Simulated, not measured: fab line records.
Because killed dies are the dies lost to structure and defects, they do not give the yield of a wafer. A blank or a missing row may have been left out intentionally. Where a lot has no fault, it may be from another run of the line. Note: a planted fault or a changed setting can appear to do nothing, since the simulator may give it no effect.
Chamber matching ; flow nand harc ; 4 sister chambers for NHARC_A_CONTACT_ALD_18 on ald metal-01
The step deposits TiN, target thk 3 nm, pulse time 1 s, ald cycles 150. 4 wafers are shown with their chamber, then 11 later ones without.

## EACH WAFER AND ITS CHAMBER
wafer;chamber;heater power w (W)
L088.3;2;1021
L088.4;0;1219
L088.5;1;950
L088.1;3;1076

## WAFERS MISSING THEIR CHAMBER
wafer;heater power w (W)
L088.2;933
L088.6;1178
L089.1;925
L089.4;1047
L089.5;1045
L091.1;1053
L091.5;1072
L091.6;1201
L092.1;1201
L092.2;947
L092.5;1050

## WHICH CHAMBER EACH ONE RAN IN
wafer;from the rows above;in truth
L088.2;1;1
L088.6;0;0
L089.1;1;1
L089.4;can't be placed: 2 or 3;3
L089.5;can't be placed: 2 or 3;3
L091.1;can't be placed: 3 or 2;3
L091.5;3;3
L091.6;0;0
L092.1;0;0
L092.2;1;1
L092.5;can't be placed: 3 or 2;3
Placed correctly: 7 of 11. Unplaceable from these rows: 4, with the true chamber sitting among the candidates in 4. 0 placed wrongly.
How it was worked out, from the rows above alone: a wafer's distance from a chamber is the root of the sum, over the readings, of the square of ((its reading less the chamber's mean) divided by the reading's scatter). If the next closest chamber is less than 2 further off than the closest, the wafer can't be placed; otherwise it belongs to the closest. Each chamber's mean is taken over the wafers shown for it. The scatter: with one shown wafer a chamber, the root of the mean of the squares of how far each hidden wafer lies from its nearest shown one.
